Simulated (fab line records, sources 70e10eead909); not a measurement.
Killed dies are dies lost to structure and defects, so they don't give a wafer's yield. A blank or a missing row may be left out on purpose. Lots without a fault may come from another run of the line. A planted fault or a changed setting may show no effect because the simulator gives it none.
Tool commonality check | flow nand_harc | 13 lots, 39 wafers sampled

WHY IT WAS OPENED
At NHARC_P_STI_INSPECT_11 the reading raw_defect_count is flagged on 2 of 13 lots. Wafers without a fault read 5.6, standard deviation 2.6.
Rule: a lot is flagged when every wafer of it that has a number lies more than 4 standard deviations from that mean, or none has a number. The other lots count as sound.

lot  | measured    | on                | raw_defect_count, wafer by wafer | flag
L458 | day 2 13:14 | defect_inspect-01 | 4 5 9                            |
L459 | day 2 20:01 | defect_inspect-02 | 5 8 3                            |
L460 | day 2 20:04 | defect_inspect-01 | 4 5 6                            |
L463 | day 3 18:13 | defect_inspect-01 | 5 8 8                            |
L465 | day 4 05:00 | defect_inspect-01 | 4 3 3                            |
L466 | day 4 11:29 | defect_inspect-02 | 770 723 759                      | FLAGGED
L467 | day 4 18:34 | defect_inspect-01 | 812 731 713                      | FLAGGED
L468 | day 4 23:28 | defect_inspect-01 | 4 8 5                            |
L475 | day 6 17:07 | defect_inspect-02 | 3 2 3                            |
L476 | day 7 01:16 | defect_inspect-02 | 4 5 3                            |
L479 | day 7 20:15 | defect_inspect-01 | 6 2 5                            |
L480 | day 7 20:25 | defect_inspect-02 | 5 3 7                            |
L481 | day 8 04:56 | defect_inspect-01 | 8 6 11                           |
The numbers of the flagged lots are 751.3 on average: +745.7 against the usual, or +99 or more standard deviations.

WHICH TOOL RAN EACH LOT
The record holds 2 process steps before the reading, out of a route of 1159 steps. In each cell: the tool, then ch and the chambers that the sampled wafers went through, then the start.
lot  | flag    | NHARC_P_ZERO_WELL_DESCUM_13       | NHARC_P_STI_OXIDE_29
L458 |         | rie_diel-08 ch 2,3, day 1 13:31   | furnace-03 ch 0, day 2 01:41
L459 |         | rie_diel-01 ch 0,1,3, day 1 19:30 | furnace-06 ch 0, day 2 08:29
L460 |         | rie_diel-04 ch 0,3, day 2 01:24   | furnace-06 ch 0, day 2 08:29
L463 |         | rie_diel-04 ch 1,2,3, day 2 19:16 | furnace-03 ch 0, day 3 06:43
L465 |         | rie_diel-08 ch 0,1,3, day 3 07:17 | furnace-03 ch 0, day 3 17:28
L466 | FLAGGED | rie_diel-04 ch 1,2,3, day 3 13:17 | furnace-05 ch 0, day 4 00:01
L467 | FLAGGED | rie_diel-04 ch 2,3, day 3 19:25   | furnace-05 ch 0, day 4 07:11
L468 |         | rie_diel-01 ch 1,2, day 4 01:16   | furnace-06 ch 0, day 4 11:55
L475 |         | rie_diel-01 ch 0,3, day 5 19:25   | furnace-06 ch 0, day 6 05:40
L476 |         | rie_diel-01 ch 0,2, day 6 01:24   | furnace-06 ch 0, day 6 13:46
L479 |         | rie_diel-04 ch 0,1,3, day 6 19:25 | furnace-05 ch 0, day 7 08:55
L480 |         | rie_diel-08 ch 0,1,3, day 7 01:25 | furnace-05 ch 0, day 7 08:55
L481 |         | rie_diel-08 ch 1,2,3, day 7 07:18 | furnace-05 ch 0, day 7 17:25
What these steps do:
- NHARC_P_ZERO_WELL_DESCUM_13: chemistry O2, time 3 s.
- NHARC_P_STI_OXIDE_29: material SiO2, target thk 10 nm, ox time 1362 s.
- NHARC_P_STI_INSPECT_11

FLAGGED OVER TOTAL, TOOL BY TOOL (the gauges that took the reading come last)
step                        | tool              | lots run | flagged | share of the flagged lots | sound lots run after its first flagged lot
NHARC_P_ZERO_WELL_DESCUM_13 | rie_diel-01       | 4        | 0       | none                      | -
NHARC_P_ZERO_WELL_DESCUM_13 | rie_diel-04       | 5        | 2       | all                       | 1 (L479)
NHARC_P_ZERO_WELL_DESCUM_13 | rie_diel-08       | 4        | 0       | none                      | -
NHARC_P_STI_OXIDE_29        | furnace-03        | 3        | 0       | none                      | -
NHARC_P_STI_OXIDE_29        | furnace-05        | 5        | 2       | all                       | 3 (L479,L480,L481)
NHARC_P_STI_OXIDE_29        | furnace-06        | 5        | 0       | none                      | -
NHARC_P_STI_INSPECT_11      | defect_inspect-01 | 8        | 1       | some                      | 3 (L468,L479,L481)
NHARC_P_STI_INSPECT_11      | defect_inspect-02 | 5        | 1       | some                      | 3 (L475,L476,L480)

WHAT THE TABLE ALLOWS
2 rows of the table ran every flagged lot: rie_diel-04 at NHARC_P_ZERO_WELL_DESCUM_13, furnace-05 at NHARC_P_STI_OXIDE_29.
- rie_diel-04 at NHARC_P_ZERO_WELL_DESCUM_13: 2 of its 5 lots flagged. Sound lots ran on it after the first flagged one (L479), which a lasting fault on the whole tool wouldn't allow.
- furnace-05 at NHARC_P_STI_OXIDE_29: 2 of its 5 lots flagged. Sound lots ran on it after the first flagged one (L479, L480, L481), which a lasting fault on the whole tool wouldn't allow.
No row of the table ran every flagged lot and no sound lot after the first.

WHAT THE SIMULATOR HAD PUT IN
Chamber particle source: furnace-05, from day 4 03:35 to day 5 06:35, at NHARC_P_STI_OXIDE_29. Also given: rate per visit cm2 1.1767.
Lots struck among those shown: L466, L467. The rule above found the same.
